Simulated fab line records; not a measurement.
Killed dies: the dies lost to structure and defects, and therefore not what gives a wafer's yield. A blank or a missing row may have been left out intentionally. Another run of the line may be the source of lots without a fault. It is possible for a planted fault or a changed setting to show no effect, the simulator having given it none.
The same fault as seen by 2 desks    flow n5 finfet    only its own numbers are on each desk; what lay behind them is given at the end

FOR THE TOOL OWNER'S DESK: pecvd-04
The tool's own readings at N5_FIN_SAQP_HM_DEP_03 (deposits SiNx from SiH4/NH3/N2, target thk 38 nm, time 33.6 s): means of the sampled wafers that have a number, for each lot that ran on this tool. If a lot's mean is further than 4 standard deviations from the usual mean, the lot is out of limits and carries the mark OUT (the distance appears in the brackets).
Columns: A = heater power outer w at N5_FIN_SAQP_HM_DEP_03, usual 459 W; B = heater power w at N5_FIN_SAQP_HM_DEP_03, usual 790 W; C = showerhead plenum p Torr at N5_FIN_SAQP_HM_DEP_03, usual 5.16 Torr; D = susceptor temp C at N5_FIN_SAQP_HM_DEP_03, usual 400.04 C; E = throttle valve pct at N5_FIN_SAQP_HM_DEP_03, usual 41.3 %
lot   first seen here  A    B    C     D       E
L168  day 2 09:11      465  810  5.13  399.92  45.0
L169  day 2 15:13      446  770  5.13  400.10  45.0
L171  day 3 02:34      407  734  5.13  400.07  42.8
L176  day 4 09:25      436  770  5.11  399.91  39.0
Finding of this desk: none of the 4 lots has anything out of limits.

FROM THE METROLOGY DESK
What the gauges read for every lot (on any tool): the sampled wafers with a number, averaged. If a lot's mean is further than 4 standard deviations from the usual mean, the lot is out of limits and carries the mark OUT (the distance appears in the brackets). It has 11 readings, of which 7 appear: the earliest out of limits, and the ones furthest out on some lot.
Columns: A = thk nm at N5_FIN_SAQP_THK_MEAS_05, usual 37.9 nm; B = DIBL_N at N5_BEOL_M4_RC_MEAS_101, usual 36.2 mV/V; C = ION_N at N5_BEOL_M4_RC_MEAS_101, usual 672 uA/um; D = SS_N at N5_BEOL_M4_RC_MEAS_101, usual 71.4 mV/dec; E = SS_P at N5_BEOL_M4_RC_MEAS_101, usual 73.2 mV/dec; F = VT_N at N5_BEOL_M4_RC_MEAS_101, usual 250 mV; G = VT_P at N5_BEOL_M4_RC_MEAS_101, usual -250 mV
lot   first seen here  A               B     C    D     E     F    G
L168  day 2 09:17      37.7            36.6  672  71.7  73.6  249  -250
L169  day 2 15:20      37.6            36.9  681  71.7  73.5  247  -249
L171  day 3 02:40      32.0 (-12) OUT  36.0  673  71.1  72.7  249  -249
L176  day 4 09:31      32.2 (-12) OUT  36.0  675  71.5  73.6  248  -250
L182  day 5 21:43      37.7            34.6  656  71.1  72.8  251  -251
L183  day 6 05:11      37.8            35.5  669  71.6  73.0  253  -251
L184  day 6 12:01      37.3            34.9  675  71.2  73.0  250  -246
L187  day 7 04:15      38.1            35.6  665  71.4  73.1  252  -249
L188  day 7 10:39      38.1            34.7  670  70.5  72.3  254  -251
Finding of this desk: L171, L176 out of limits; the first was L171 at day 3 02:40, on thk nm at N5_FIN_SAQP_THK_MEAS_05. L168, L169, L182, L183, L184, L187, L188 stayed within limits.

PUT TOGETHER
L171, L176 would have let the metrology desk raise an alarm at day 3 02:40.
The tool owner's desk saw nothing out of limits.
On record at the tool owner's desk: L171, L176, within its limits.
Every lot named ran N5_FIN_SAQP_HM_DEP_03 on pecvd-04.

WHAT WAS PUT IN BY THE SIMULATOR
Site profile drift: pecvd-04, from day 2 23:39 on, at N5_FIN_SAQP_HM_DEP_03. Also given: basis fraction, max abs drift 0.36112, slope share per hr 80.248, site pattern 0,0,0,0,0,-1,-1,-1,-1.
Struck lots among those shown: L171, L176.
Hours from the fault's start to each desk's first reading out of limits: the metrology desk, 3.
